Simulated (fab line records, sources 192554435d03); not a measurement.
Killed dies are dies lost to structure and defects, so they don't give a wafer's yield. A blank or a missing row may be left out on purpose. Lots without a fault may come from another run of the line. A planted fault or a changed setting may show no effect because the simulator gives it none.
Chamber matching | flow n5_finfet | N5_BEOL_M0_ETCH_138 on rie_diel-03: 4 sister chambers
The step etches SiCN in CH3F/O2, target depth 12 nm, time 31.6 s. 4 wafers are shown with their chamber, then 6 later ones without.

WAFERS WITH THEIR CHAMBER
wafer  | chamber | drypump_motor_current_A (A)
L882.5 | 2       | 6.0
L884.1 | 3       | 5.6
L895.2 | 1       | 5.2
L895.3 | 0       | 6.2

WAFERS WITHOUT THEIR CHAMBER
wafer  | drypump_motor_current_A (A)
L897.1 | 6.0
L897.5 | 5.6
L897.6 | 6.3
L898.2 | 6.0
L898.4 | 6.2
L898.6 | 5.6

WHICH CHAMBER EACH WENT THROUGH
wafer  | from the rows above | in truth
L897.1 | 2                   | 2
L897.5 | 3                   | 3
L897.6 | 0                   | 0
L898.2 | 2                   | 2
L898.4 | 0                   | 0
L898.6 | 3                   | 3
Placed correctly: 6 of 6. Can't be placed from these rows: 0. Placed wrongly: 0.
How it was worked out, from the rows above alone: a wafer's distance from a chamber is the root of the sum, over the readings, of the square of ((its reading less the chamber's mean) divided by the reading's scatter). The wafer belongs to the nearest chamber; if the next one is less than 2 further off, it can't be placed. A chamber's mean is the mean of its shown wafers. The scatter: with one shown wafer a chamber, the root of the mean of the squares of how far each hidden wafer lies from its nearest shown one.
